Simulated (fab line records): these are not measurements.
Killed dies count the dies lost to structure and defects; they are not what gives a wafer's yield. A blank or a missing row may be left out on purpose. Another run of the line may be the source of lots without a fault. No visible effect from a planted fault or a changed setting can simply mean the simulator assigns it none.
Matching of chambers ; flow nandHarc ; NHARC_A_STAIRCASE_DEP_301 on pecvd-01 has 3 sister chambers
The step deposits SiON, target thk 30 nm. 30 wafers are shown with their chamber, then 12 later ones without.

WAFERS WITH THEIR CHAMBER
wafer;chamber;heaterPowerW (W)
L075.3;2;874
L075.4;2;842
L075.6;0;843
L077.1;1;529
L077.2;0;827
L077.3;2;778
L079.1;0;756
L079.2;1;493
L079.4;2;830
L078.2;0;825
L078.4;0;824
L078.6;2;784
L082.1;0;780
L082.2;2;720
L082.3;1;528
L084.2;2;839
L084.3;1;583
L084.5;1;592
L083.4;2;821
L083.5;1;539
L083.6;0;833
L086.2;1;531
L086.3;0;714
L086.5;1;520
L090.3;2;765
L090.4;2;766
L090.5;0;695
L091.1;0;694
L091.2;2;862
L091.5;2;860

SIGNATURES, as means of the wafers listed above
reading;chamber 0;chamber 1;chamber 2;scatter within a chamber
heaterPowerW;779.10;539.38;811.75;49.2
Rule: a wafer's distance from a chamber is the root of the sum, over the readings, of the square of ((its reading less the chamber's mean) divided by the reading's scatter). The wafer belongs to the nearest chamber; if the next one is less than 2 further off, it can't be placed. The scatter: the root of (the sum of the squares of (reading less its chamber's mean) over the shown wafers, divided by (wafers less chambers)).

WAFERS MISSING THEIR CHAMBER
wafer;heaterPowerW (W)
L092.2;691
L092.3;762
L092.4;753
L092.1;479
L092.5;698
L092.6;499
L093.1;572
L093.3;743
L093.5;563
L093.2;744
L093.4;738
L093.6;728

WHICH CHAMBER EACH WENT THROUGH
wafer;from the rows above;in truth
L092.2;can't be placed: 0 or 2 or 1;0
L092.3;can't be placed: 0 or 2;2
L092.4;can't be placed: 0 or 2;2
L092.1;1;1
L092.5;can't be placed: 0 or 2 or 1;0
L092.6;1;1
L093.1;1;1
L093.3;can't be placed: 0 or 2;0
L093.5;1;1
L093.2;can't be placed: 0 or 2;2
L093.4;can't be placed: 0 or 2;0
L093.6;can't be placed: 0 or 2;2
Placed correctly: 4 of 12. Can't be placed from these rows: 8 (the true chamber is among the candidates in 8). Number placed wrongly: 0.
